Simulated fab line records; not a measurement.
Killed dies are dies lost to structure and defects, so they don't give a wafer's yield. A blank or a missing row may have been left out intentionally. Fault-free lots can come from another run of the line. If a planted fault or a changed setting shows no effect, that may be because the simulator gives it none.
Comparing a struck lot with a sound one ; flow nandHarc ; 14 out of 1159 route steps
Sound: wafers L857.2, L857.4, L857.6. Wafers L865.2, L865.3, L865.4 were the ones struck. Last of all comes the cause.
At each step with rows: each side's tool, then ch and its chambers, then its first start. Under that, the readings that differ: sound wafers ; struck wafers ; difference of the means ; sigmas: that difference in standard deviations of wafers without a fault.
alike: a reading whose means differ by less than 2 such deviations, as well as words and numbers matching on both sides. not compared: withheld readings; readings where some wafer has no value; bounds like >300 that might hide an equal value; numbers whose values overlap and for which the record gives no deviation.
Wherever a step has rows on one side only, a row that says differs or no value, or a row with sigmas, the two part there. Numbers that don't overlap but have no deviation are shown without sigmas and don't part them. A reading that every wafer of one side lacks parts them only if that side has two wafers or more.

first, 1 step without rows for these wafers: NHARC_A_ONON_D1_DEP_09 (target thk 1000 nm).
NHARC_A_ONON_D1_THK_MEAS_11: measures by ellipsometry.
  sound on filmMetro-02 at day 8 09:27; struck on filmMetro-02 at day 10 07:02
  alike: thkNm
then, no rows for these wafers at 1 step: NHARC_A_ONON_D1_DEP_12 (target thk 1000 nm).
NHARC_A_ONON_D1_THK_MEAS_14: measures by ellipsometry.
  sound on filmMetro-02 at day 8 10:01; struck on filmMetro-02 at day 10 07:36
  alike: thkNm
then, 2 steps without rows for these wafers: NHARC_A_ONON_D1_ANNEAL_15 (time 3600 s); NHARC_A_ONON_D1_DEP_16 (target thk 1000 nm).
NHARC_A_ONON_D1_THK_MEAS_18: measures by ellipsometry.
  sound on filmMetro-01 at day 8 17:05; struck on filmMetro-01 at day 10 14:42
  alike: thkNm
then, no rows for these wafers at 1 step: NHARC_A_ONON_D1_DEP_19 (target thk 1000 nm).
NHARC_A_ONON_D1_THK_MEAS_21: measures by ellipsometry.
  sound on filmMetro-02 at day 8 17:47; struck on filmMetro-01 at day 10 15:16
  alike: thkNm
then, no rows for these wafers at 1 step: NHARC_A_ONON_D1_DEP_22 (target thk 1000 nm).
NHARC_A_ONON_D1_THK_MEAS_24: measures by ellipsometry.
  sound on filmMetro-01 at day 8 18:23; struck on filmMetro-02 at day 10 15:50
  alike: thkNm
NHARC_A_ONON_D1_DEP_25: target thk 1000 nm.
  sound on pecvdOnon-02 ch 0, day 8 18:29; struck on pecvdOnon-03 ch 0, day 10 15:58
  alike: n2oFlowSccm
NHARC_A_ONON_D1_THK_MEAS_27: measures by ellipsometry.
  sound on filmMetro-02 at day 8 18:57; struck on filmMetro-02 at day 10 16:35
reading;sound;struck;difference;sigmas
thkNm (nm);1011 1011 1012;647 648 647;-364;-38
  not compared: hold
-- record jumps: 11 days between struck wafers' starts before vs after; left off in module A_ONON_D1, resumes in module END, first step shown is number 1159 of the route --
NHARC_END_SORT_01:
  sound on prober-02 ch 0, day 19 22:05; struck on prober-01 ch 0, day 22 02:41
reading;sound;struck;difference;sigmas
hold;- - -;awaitDispo/2.1h/scrap awaitDispo/2.1h/scrap awaitDispo/2.1h/scrap;no value on the sound wafers;
killedAtArray;26 22 27;673 676 674;+649;+65
killedDies;28 24 39;677 677 677;+647;+59
  alike: killedAtOther, killedAtPeriphery, killedOpen, killedShort

WHERE THEY PART
Earliest at NHARC_A_ONON_D1_THK_MEAS_27; latest, in this record, at NHARC_END_SORT_01.

WHY: what the simulator had put in
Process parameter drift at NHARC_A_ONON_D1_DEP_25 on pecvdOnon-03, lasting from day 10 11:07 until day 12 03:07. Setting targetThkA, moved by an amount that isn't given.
